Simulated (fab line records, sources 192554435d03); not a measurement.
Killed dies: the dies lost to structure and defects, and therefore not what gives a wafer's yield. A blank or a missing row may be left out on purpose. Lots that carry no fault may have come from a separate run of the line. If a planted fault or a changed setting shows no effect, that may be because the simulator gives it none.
2 desks, one fault | flow n5_finfet | each desk has only its own numbers; what lay behind them comes last

## AT THE TOOL OWNER'S DESK: rie_diel-01
The tool's own readings at N5_PASSIVATION_VIA_ETCH_13 (etches SiO2 in CHF3/O2, target depth 660 nm, time 330 s): means of the sampled wafers that have a number, for each lot that ran on this tool. A lot is out of limits, marked OUT, if its mean lies more than 4 standard deviations from the usual mean; the brackets give that distance. 7 of its 10 readings are shown: the first one out of limits and those lying furthest out on some lot.
Columns: A = drypump_motor_current_A at N5_PASSIVATION_VIA_ETCH_13, usual 5.9 A; B = etch_rf_on_time_s at N5_PASSIVATION_VIA_ETCH_13, usual 235 s; C = oes_f_703_au at N5_PASSIVATION_VIA_ETCH_13, usual 0.77 a.u.; D = oes_o_777_au at N5_PASSIVATION_VIA_ETCH_13, usual 0.77 a.u.; E = oes_product_au at N5_PASSIVATION_VIA_ETCH_13, usual 0.70 a.u.; F = rf_fwd_power_W at N5_PASSIVATION_VIA_ETCH_13, usual 647.6 W; G = rf_vpp_V at N5_PASSIVATION_VIA_ETCH_13, usual 521 V
lot  | first seen here | A   | B   | C    | D    | E    | F               | G
L644 | day 11 16:29    | 5.5 | 235 | 0.77 | 0.77 | 0.69 | 647.0           | 520
L652 | day 14 10:36    | 5.5 | 234 | 0.85 | 0.84 | 0.77 | 647.4           | 514
L660 | day 17 02:25    | 5.5 | 218 | 1.03 | 0.92 | 0.77 | 804.0 (+87) OUT | 463
L662 | day 17 09:47    | 5.4 | 216 | 0.97 | 0.89 | 0.72 | 804.9 (+87) OUT | 464
This desk's finding: out of limits on L660, L662; first on L660, day 17 02:25 (rf_fwd_power_W at N5_PASSIVATION_VIA_ETCH_13). L644, L652 stayed within limits.

## THE DEFECT DESK
Inspection counts along the route, by lot: the mean over sampled wafers that carry a number. A lot is out of limits, marked OUT, if its mean lies more than 4 standard deviations from the usual mean; the brackets give that distance.
Columns: A = raw_defect_count at N5_PASSIVATION_INSPECT_61, usual 2.1
lot  | first seen here | A
L644 | day 11 16:17    | 2.7
L647 | day 12 22:02    | 2.7
L646 | day 12 23:56    | 1.3
L649 | day 13 07:58    | 0.3
L651 | day 14 00:50    | 1.7
L652 | day 14 10:23    | 2.3
L660 | day 17 02:10    | 1.7
L662 | day 17 09:14    | 1.3
L665 | day 18 05:21    | 3.7
L664 | day 18 05:31    | 2.0
This desk's finding: nothing out of limits on any of the 10 lots.

## ALL TOGETHER
The tool owner's desk could have raised an alarm at day 17 02:25, on L660, L662.
No out-of-limits result turned up at the defect desk.
The defect desk has L660, L662 on record, within its limits.
Of the lots named, all ran N5_PASSIVATION_VIA_ETCH_13 on rie_diel-01.

## WHAT HAD BEEN PUT IN BY THE SIMULATOR
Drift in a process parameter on rie_diel-01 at N5_PASSIVATION_VIA_ETCH_13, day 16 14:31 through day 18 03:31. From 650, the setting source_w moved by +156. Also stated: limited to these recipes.
Struck lots among those shown: L660, L662.
Each desk's first reading out of limits, in hours after the fault started: the tool owner's desk, 12.
